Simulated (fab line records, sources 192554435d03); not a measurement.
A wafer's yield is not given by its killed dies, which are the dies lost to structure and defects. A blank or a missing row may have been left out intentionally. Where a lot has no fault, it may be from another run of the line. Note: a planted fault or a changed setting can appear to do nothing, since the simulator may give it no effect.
What tool caused it? | flow n5 finfet | Sampling: 9 lots, 27 wafers, 5 of 1938 route steps

WHAT THE GAUGES READ, wafer by wafer
N5_BEOL_M4_RC_MEAS_101.
lot  | measured     | on        | DIBL_N (mV/V)
L571 | day 8 02:21  | prober-01 | 37.2 36.6 35.3
L572 | day 9 11:22  | prober-02 | 36.7 37.9 36.8
L573 | day 8 19:53  | prober-01 | 34.6 35.1 35.3
L579 | day 11 08:04 | prober-01 | 37.8 37.8 37.6
L580 | day 10 16:16 | prober-01 | 34.2 34.5 35.3
L584 | day 11 12:14 | prober-01 | 34.5 34.2 33.8
L586 | day 12 20:43 | prober-02 | 36.3 37.1 37.9
L588 | day 13 11:38 | prober-02 | 35.0 35.3 34.5
L592 | day 14 03:20 | prober-02 | 37.2 37.1 35.9

WHAT TOOL EACH LOT RAN ON (gives the tool, then ch and the chambers of the sampled wafers, and finally the start)
lot  | N5_FIN_CUT_STRIP_22               | N5_STI_FIN_REVEAL_ALD_00         | N5_STI_FIN_REVEAL_ALD_14         | N5_STI_FIN_REVEAL_STRIP_24
L571 | rie diel-04 ch 1,3, day 2 08:49   | ald sin-04 ch 0,2,3, day 2 09:00 | ald sin-04 ch 0,2,3, day 2 09:03 | rie diel-06 ch 0,1, day 2 14:54
L572 | rie diel-04 ch 0,1,2, day 2 10:37 | ald sin-04 ch 1,2,3, day 2 10:49 | ald sin-04 ch 1,2,3, day 2 10:52 | rie diel-06 ch 0,1,3, day 2 16:38
L573 | rie diel-05 ch 1,2,3, day 2 18:37 | ald sin-04 ch 1,3, day 2 18:49   | ald sin-04 ch 1,3, day 2 18:52   | rie diel-06 ch 0,1,2, day 3 01:28
L579 | rie diel-04 ch 0,1,3, day 4 04:30 | ald sin-02 ch 0,1, day 4 04:44   | ald sin-02 ch 0,1, day 4 04:47   | rie diel-06 ch 0,1,3, day 4 10:23
L580 | rie diel-04 ch 0,1,2, day 4 11:42 | ald sin-04 ch 0,1,2, day 4 11:55 | ald sin-04 ch 0,1,2, day 4 11:58 | rie diel-01 ch 1,2, day 4 17:36
L584 | rie diel-02 ch 1,2, day 5 09:47   | ald sin-01 ch 1,2,3, day 5 09:59 | ald sin-01 ch 1,2,3, day 5 10:02 | rie diel-06 ch 0,3, day 5 15:39
L586 | rie diel-02 ch 0,1,3, day 5 23:03 | ald sin-04 ch 0,1,3, day 5 23:16 | ald sin-04 ch 0,1,3, day 5 23:19 | rie diel-06 ch 1,2,3, day 6 05:11
L588 | rie diel-02 ch 1,3, day 6 10:52   | ald sin-02 ch 0,1,3, day 6 11:04 | ald sin-02 ch 0,1,3, day 6 11:07 | rie diel-06 ch 1,2, day 6 16:46
L592 | rie diel-05 ch 2,3, day 7 10:30   | ald sin-02 ch 0,1, day 7 10:41   | ald sin-02 ch 0,1, day 7 10:44   | rie diel-01 ch 0,1, day 7 16:21
- N5_FIN_CUT_STRIP_22: strips in N2/H2.
- N5_STI_FIN_REVEAL_ALD_00: deposits SiO2, target thk 1 nm, pulse time 1 s.
- N5_STI_FIN_REVEAL_ALD_14: deposits Si3N4, target thk 3 nm.
- N5_STI_FIN_REVEAL_STRIP_24: strips in N2/H2, time 90 s.

THE ANSWER, worked out from the rows above alone
Rule: the usual values come from the lots themselves. The widest of any qualifying gaps counts: lots, ordered by their means at a reading, are off when they make up no more than a third of the lots, leave a main group of 4 or more, and stand apart from it by 3 or more times the standard deviation of that group's means. The tables above print the reading to a certain number of digits; a main group whose means all agree to those digits is not used. A lot without any number at a reading at which 4 lots or more have one is off too. The other lots that the step has rows for count as sound.
Across all readings shown, no lot is off: no conclusion can be drawn from this.

WHAT THE SIMULATOR HAD INSERTED
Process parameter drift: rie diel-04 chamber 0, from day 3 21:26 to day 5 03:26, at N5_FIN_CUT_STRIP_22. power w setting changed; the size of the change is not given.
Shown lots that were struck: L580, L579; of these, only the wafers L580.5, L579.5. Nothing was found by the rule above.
